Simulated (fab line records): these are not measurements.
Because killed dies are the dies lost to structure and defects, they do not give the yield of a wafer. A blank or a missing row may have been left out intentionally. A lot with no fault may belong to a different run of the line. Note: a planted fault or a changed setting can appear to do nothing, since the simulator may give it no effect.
Chamber matching :: flow nand harc :: rie diel-03 running NHARC_A_M0_STRIP_18: 4 sister chambers
The step strips in N2/H2. 14 wafers are shown with their chamber, then 7 later ones without.

## WAFERS PAIRED WITH THEIR CHAMBERS
wafer: L333.1
chamber: 1
drypump motor current A (A): 4.9
oes product au (a.u.): 0.995
rf vpp V (V): 90.0

wafer: L333.3
chamber: 3
drypump motor current A (A): 5.6
oes product au (a.u.): 0.998
rf vpp V (V): 90.0

wafer: L333.4
chamber: 0
drypump motor current A (A): 6.1
oes product au (a.u.): 1.005
rf vpp V (V): 89.8

wafer: L335.1
chamber: 3
drypump motor current A (A): 5.7
oes product au (a.u.): 0.997
rf vpp V (V): 89.3

wafer: L335.5
chamber: 2
drypump motor current A (A): 5.9
oes product au (a.u.): 0.990
rf vpp V (V): 90.8

wafer: L335.6
chamber: 1
drypump motor current A (A): 4.9
oes product au (a.u.): 1.005
rf vpp V (V): 90.3

wafer: L338.1
chamber: 0
drypump motor current A (A): 6.1
oes product au (a.u.): 1.006
rf vpp V (V): 90.8

wafer: L338.4
chamber: 1
drypump motor current A (A): 4.8
oes product au (a.u.): 1.002
rf vpp V (V): 87.9

wafer: L338.5
chamber: 1
drypump motor current A (A): 4.8
oes product au (a.u.): 0.994
rf vpp V (V): 91.3

wafer: L341.2
chamber: 2
drypump motor current A (A): 5.9
oes product au (a.u.): 0.974
rf vpp V (V): 91.7

wafer: L341.3
chamber: 0
drypump motor current A (A): 6.1
oes product au (a.u.): 1.012
rf vpp V (V): 91.8

wafer: L341.5
chamber: 1
drypump motor current A (A): 4.8
oes product au (a.u.): 0.985
rf vpp V (V): 90.9

wafer: L344.1
chamber: 0
drypump motor current A (A): 6.1
oes product au (a.u.): 1.013
rf vpp V (V): 90.6

wafer: L344.2
chamber: 1
drypump motor current A (A): 4.8
oes product au (a.u.): 0.996
rf vpp V (V): 89.4

SIGNATURES, as means of the wafers listed above
reading: drypump motor current A
chamber 0: 6.100
chamber 1: 4.833
chamber 2: 5.900
chamber 3: 5.650
scatter within a chamber: 0.0428

reading: oes product au
chamber 0: 1.00900
chamber 1: 0.99617
chamber 2: 0.98200
chamber 3: 0.99750
scatter within a chamber: 0.00649

reading: rf vpp V
chamber 0: 90.750
chamber 1: 89.967
chamber 2: 91.250
chamber 3: 89.650
scatter within a chamber: 1
Rule: for each reading, subtract the chamber's mean from the wafer's reading, divide by that reading's scatter and square the result; add these up over the readings and take the root, which gives the wafer's distance from the chamber. The wafer belongs to the nearest chamber; if the next one is less than 2 further off, it can't be placed. The scatter: the root of (the sum of the squares of (reading less its chamber's mean) over the shown wafers, divided by (wafers less chambers)).

## WAFERS WHOSE CHAMBER IS MISSING
wafer: L344.4
drypump motor current A (A): 5.9
oes product au (a.u.): 0.985
rf vpp V (V): 90.0

wafer: L345.2
drypump motor current A (A): 5.9
oes product au (a.u.): 1.006
rf vpp V (V): 89.4

wafer: L345.4
drypump motor current A (A): 6.1
oes product au (a.u.): 1.016
rf vpp V (V): 90.3

wafer: L345.5
drypump motor current A (A): 5.6
oes product au (a.u.): 1.000
rf vpp V (V): 90.9

wafer: L350.1
drypump motor current A (A): 5.9
oes product au (a.u.): 1.001
rf vpp V (V): 90.1

wafer: L350.2
drypump motor current A (A): 5.6
oes product au (a.u.): 1.010
rf vpp V (V): 91.9

wafer: L350.5
drypump motor current A (A): 5.9
oes product au (a.u.): 0.996
rf vpp V (V): 90.7

## CHAMBER TAKEN BY EACH
wafer: L344.4
from the rows above: 2
in truth: 2

wafer: L345.2
from the rows above: can't be placed: 2 or 0 or 3
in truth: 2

wafer: L345.4
from the rows above: 0
in truth: 0

wafer: L345.5
from the rows above: 3
in truth: 3

wafer: L350.1
from the rows above: can't be placed: 2 or 0
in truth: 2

wafer: L350.2
from the rows above: 3
in truth: 3

wafer: L350.5
from the rows above: 2
in truth: 2
5 of 7 placed correctly. Cannot be placed on the basis of these rows: 2; the candidates contain the true chamber in 2. Placed wrongly: 0.
